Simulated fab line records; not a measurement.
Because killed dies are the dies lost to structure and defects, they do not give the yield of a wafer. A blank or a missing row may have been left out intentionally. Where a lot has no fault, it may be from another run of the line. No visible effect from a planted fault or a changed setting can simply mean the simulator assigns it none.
Matching of chambers :: flow n5_finfet :: 3 sister chambers for N5_BEOL_M1_ILD_DEP_00 on pecvd-03
The step deposits SiOC from DEMS/O2, target thk 79 nm, time 15.3 s. 3 wafers are shown with their chamber, then 11 later ones without.

EACH WAFER AND ITS CHAMBER
wafer: L091.4
chamber: 0
heater_power_w (W): 359

wafer: L091.6
chamber: 2
heater_power_w (W): 603

wafer: L093.1
chamber: 1
heater_power_w (W): 389

WAFERS WHOSE CHAMBER IS MISSING
wafer: L093.4
heater_power_w (W): 589

wafer: L093.6
heater_power_w (W): 374

wafer: L094.1
heater_power_w (W): 436

wafer: L094.3
heater_power_w (W): 519

wafer: L094.4
heater_power_w (W): 386

wafer: L096.3
heater_power_w (W): 429

wafer: L096.4
heater_power_w (W): 396

wafer: L096.5
heater_power_w (W): 429

wafer: L097.2
heater_power_w (W): 365

wafer: L097.3
heater_power_w (W): 454

wafer: L097.4
heater_power_w (W): 374

CHAMBER TAKEN BY EACH
wafer: L093.4
from the rows above: 2
in truth: 2

wafer: L093.6
from the rows above: can't be placed: 0 or 1
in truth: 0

wafer: L094.1
from the rows above: can't be placed: 1 or 0
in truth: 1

wafer: L094.3
from the rows above: can't be placed: 2 or 1 or 0
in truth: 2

wafer: L094.4
from the rows above: can't be placed: 1 or 0
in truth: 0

wafer: L096.3
from the rows above: can't be placed: 1 or 0
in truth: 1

wafer: L096.4
from the rows above: can't be placed: 1 or 0
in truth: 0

wafer: L096.5
from the rows above: can't be placed: 1 or 0
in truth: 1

wafer: L097.2
from the rows above: can't be placed: 0 or 1
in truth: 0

wafer: L097.3
from the rows above: can't be placed: 1 or 0
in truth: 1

wafer: L097.4
from the rows above: can't be placed: 0 or 1
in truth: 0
1 of 11 placed correctly. Not placeable from these rows: 10 (in 10, the candidates include the true chamber). Number placed wrongly: 0.
How it was worked out, from the rows above alone: a wafer's distance from a chamber is the root of the sum, over the readings, of the square of ((its reading less the chamber's mean) divided by the reading's scatter). The wafer belongs to the nearest chamber; if the next one is less than 2 further off, it can't be placed. A chamber's mean is the mean of its shown wafers. The scatter (one wafer shown for each chamber): square how far every hidden wafer sits from the nearest shown wafer, average those squares and take the square root.
